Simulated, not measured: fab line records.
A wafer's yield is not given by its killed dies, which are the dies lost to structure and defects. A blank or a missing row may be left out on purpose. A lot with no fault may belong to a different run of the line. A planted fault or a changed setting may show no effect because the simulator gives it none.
Split-lot trial -- flow n5-finfet -- 7 lots, 21 wafers read, on a route of 1938 steps

## ON THE SPLIT
At N5_BEOL_M13_ILD_DEP_00 (deposits SiOC from DEMS/O2, target thk 837.92 nm, time 166.4 s), the setting time-s was moved away from the recipe's 166.4 s on 6 of the 21 wafers read, by -11.9% to +12.3%. The other wafers ran this setting at the recipe's value.

Between the split and the reading, the file records no step.

## THE READING
M13_ILD_THK in nanometres, read at N5_BEOL_M13_THK_MEAS_01. Fault-free wafers of this fab line usually give 837 nm, standard deviation 9.9 nm.

wafer,"tool, chamber at the split","time-s as run, s",against the recipe,"M13_ILD_THK, nm",against lot-mates on the recipe
L076.1,"pecvd-04, 0",166.4,recipe,830,-
L076.2,"pecvd-04, 2",158.3,-4.9%,783,-56
L076.4,"pecvd-04, 1",166.4,recipe,849,-
L079.1,"pecvd-04, 0",166.4,recipe,829,-
L079.3,"pecvd-04, 1",166.4,recipe,835,-
L079.6,"pecvd-04, 2",166.4,recipe,840,-
L083.3,"pecvd-02, 2",166.4,recipe,835,-
L083.5,"pecvd-02, 0",166.4,recipe,839,-
L083.6,"pecvd-02, 2",158.7,-4.6%,805,-32
L088.2,"pecvd-01, 0",166.4,recipe,820,-
L088.3,"pecvd-01, 2",186.8,+12.3%,939,+110
L088.4,"pecvd-01, 1",166.4,recipe,837,-
L091.1,"pecvd-01, 0",166.4,recipe,834,-
L091.4,"pecvd-01, 2",166.4,recipe,850,-
L091.5,"pecvd-01, 0",159.6,-4.1%,805,-37
L096.3,"pecvd-04, 2",146.6,-11.9%,723,-107
L096.5,"pecvd-04, 1",146.6,-11.9%,733,-97
L096.6,"pecvd-04, 2",166.4,recipe,830,-
L097.2,"pecvd-04, 1",166.4,recipe,815,-
L097.4,"pecvd-04, 1",166.4,recipe,838,-
L097.5,"pecvd-04, 2",166.4,recipe,830,-

THE FIT
A straight line over all 21 wafers: M13_ILD_THK changes by +8.71 nm for each +1% of time-s; r = +0.98; the points scatter about the line by 8.9 nm.
The same after taking each lot's own level away (the mean of its wafers on the recipe; 21 wafers): +8.8 nm for each +1%; r = +0.98; scatter 7.7 nm.
That fit puts the effect of the largest move of time-s on the reading at 1.1e+02 nm.
From 827.7 to 842.0 nm: that is the span of the lots' own levels, equal to 1.4 times the standard deviation above.
Hence the lot-to-lot level has little effect on the slope; both slopes agree.
Check: for one of the wafers moved furthest among these (+12.3%), held out of the fit, the line's prediction against its lot-mates is +106 nm. Against them it came out at +110 nm.

## ADDITIONAL SPLITS CARRIED BY THESE WAFERS
Other splits were also applied to these wafers ahead of the reading. Each is held against what the fit with the lots' levels taken away leaves over:
other split on the same wafers,wafers away from the commonest value,r with M13_ILD_THK (lot level and that fit taken away)
N5_BEOL_M12_CMP_49 down-force-psi,8,+0.11

## THE WHOLE CHAIN: every reading that the file lists as answering this split, in the file's order
step,what it does,reading,change (the file's fit),r (the file's)
N5_BEOL_M13_ILD_DEP_00,"deposits SiOC from DEMS/O2, target thk 837.92 nm, time 166.4 s","SiOC_of_BEOL_M13_ILD_DEP_00.thk-nm (the simulator's own value, which no gauge read)",+8.92 nm for each +1% of the setting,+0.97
N5_BEOL_M13_THK_MEAS_01,,M13_ILD_THK,+8.89 for each +1% of the setting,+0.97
N5_BEOL_M13_VIA_ETCH_16,"etches SiOC in C4F8/O2/Ar, target depth 921.7 nm","etch.depth-nm (the simulator's own value, which no gauge read)",+8.91 nm for each +1% of the setting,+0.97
N5_BEOL_M13_VIA_ETCH_16,"etches SiOC in C4F8/O2/Ar, target depth 921.7 nm","coat_of_BEOL_M13_COAT_04.thk-nm (the simulator's own value, which no gauge read)",-2.75 nm for each +1% of the setting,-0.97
N5_BEOL_M13_STRIP_63,strips in N2/H2,strip-time-to-endpoint-s,withheld for each +1% of the setting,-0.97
N5_BEOL_M13_ETCH_38,"etches SiCN in CF4/N2, target depth 67.5 nm, time 71.9 s","SiOC_of_BEOL_M13_ILD_DEP_00.thk-nm (the simulator's own value, which no gauge read)",+8.77 nm for each +1% of the setting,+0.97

## FILE'S OWN FIT
M13_ILD_THK changes by +8.89 nm for each +1% of time-s, r = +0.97.
